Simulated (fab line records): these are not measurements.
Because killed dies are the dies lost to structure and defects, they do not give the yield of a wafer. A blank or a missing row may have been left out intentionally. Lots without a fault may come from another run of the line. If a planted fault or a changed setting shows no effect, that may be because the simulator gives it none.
Chamber matching / flow nand-harc / pecvd-01 running NHARC_A_CONTACT_DEP_24: 3 sister chambers
The step deposits SiO2, target thk 500 nm. 14 wafers are shown with their chamber, then 7 later ones without.

WAFERS PAIRED WITH THEIR CHAMBERS
wafer=L615.4; chamber=1; heater-power-w (W)=890; throttle-valve-pct (%)=16.9; mfc-precursor-sccm (sccm)=161.3
wafer=L615.5; chamber=2; heater-power-w (W)=591; throttle-valve-pct (%)=15.5; mfc-precursor-sccm (sccm)=160.8
wafer=L615.6; chamber=1; heater-power-w (W)=919; throttle-valve-pct (%)=16.9; mfc-precursor-sccm (sccm)=161.7
wafer=L623.1; chamber=2; heater-power-w (W)=484; throttle-valve-pct (%)=15.7; mfc-precursor-sccm (sccm)=161.3
wafer=L623.4; chamber=0; heater-power-w (W)=539; throttle-valve-pct (%)=17.4; mfc-precursor-sccm (sccm)=161.2
wafer=L623.5; chamber=1; heater-power-w (W)=853; throttle-valve-pct (%)=17.2; mfc-precursor-sccm (sccm)=161.9
wafer=L631.2; chamber=2; heater-power-w (W)=606; throttle-valve-pct (%)=15.6; mfc-precursor-sccm (sccm)=160.8
wafer=L631.4; chamber=1; heater-power-w (W)=924; throttle-valve-pct (%)=16.6; mfc-precursor-sccm (sccm)=161.8
wafer=L631.5; chamber=0; heater-power-w (W)=438; throttle-valve-pct (%)=16.4; mfc-precursor-sccm (sccm)=160.7
wafer=L634.1; chamber=1; heater-power-w (W)=887; throttle-valve-pct (%)=16.2; mfc-precursor-sccm (sccm)=161.8
wafer=L634.2; chamber=0; heater-power-w (W)=385; throttle-valve-pct (%)=16.4; mfc-precursor-sccm (sccm)=160.9
wafer=L634.3; chamber=2; heater-power-w (W)=583; throttle-valve-pct (%)=15.7; mfc-precursor-sccm (sccm)=161.6
wafer=L632.2; chamber=0; heater-power-w (W)=475; throttle-valve-pct (%)=16.5; mfc-precursor-sccm (sccm)=161.1
wafer=L632.4; chamber=2; heater-power-w (W)=553; throttle-valve-pct (%)=15.6; mfc-precursor-sccm (sccm)=161.5

SIGNATURES (averages over the wafers above)
reading=heater-power-w; chamber 0=459.25; chamber 1=894.60; chamber 2=563.40; scatter within a chamber=47.9
reading=throttle-valve-pct; chamber 0=16.675; chamber 1=16.760; chamber 2=15.620; scatter within a chamber=0.345
reading=mfc-precursor-sccm; chamber 0=160.975; chamber 1=161.700; chamber 2=161.200; scatter within a chamber=0.293
Rule: a wafer lies at a distance from a chamber equal to the root of the sum of squares, over the readings, of (its reading less the chamber's mean, divided by the reading's scatter). If the next closest chamber is less than 2 further off than the closest, the wafer can't be placed; otherwise it belongs to the closest. The scatter is the square root of a quotient: the sum, over the shown wafers, of each reading's squared deviation from its chamber's mean, divided by wafers minus chambers.

WAFERS WHOSE CHAMBER IS MISSING
wafer=L632.6; heater-power-w (W)=504; throttle-valve-pct (%)=16.4; mfc-precursor-sccm (sccm)=161.2
wafer=L636.2; heater-power-w (W)=483; throttle-valve-pct (%)=16.5; mfc-precursor-sccm (sccm)=161.4
wafer=L636.4; heater-power-w (W)=857; throttle-valve-pct (%)=16.3; mfc-precursor-sccm (sccm)=162.9
wafer=L636.6; heater-power-w (W)=573; throttle-valve-pct (%)=15.4; mfc-precursor-sccm (sccm)=161.0
wafer=L633.2; heater-power-w (W)=609; throttle-valve-pct (%)=15.6; mfc-precursor-sccm (sccm)=161.3
wafer=L633.3; heater-power-w (W)=945; throttle-valve-pct (%)=16.8; mfc-precursor-sccm (sccm)=161.1
wafer=L633.6; heater-power-w (W)=467; throttle-valve-pct (%)=15.7; mfc-precursor-sccm (sccm)=160.9

EACH ONE'S CHAMBER
wafer=L632.6; from the rows above=can't be placed: 0 or 2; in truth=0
wafer=L636.2; from the rows above=can't be placed: 0 or 2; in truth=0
wafer=L636.4; from the rows above=1; in truth=1
wafer=L636.6; from the rows above=2; in truth=2
wafer=L633.2; from the rows above=2; in truth=2
wafer=L633.3; from the rows above=1; in truth=1
wafer=L633.6; from the rows above=can't be placed: 2 or 0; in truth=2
Placed correctly: 4 of 7. Not placeable from these rows: 3 (in 3, the candidates include the true chamber). Wrongly placed: 0.
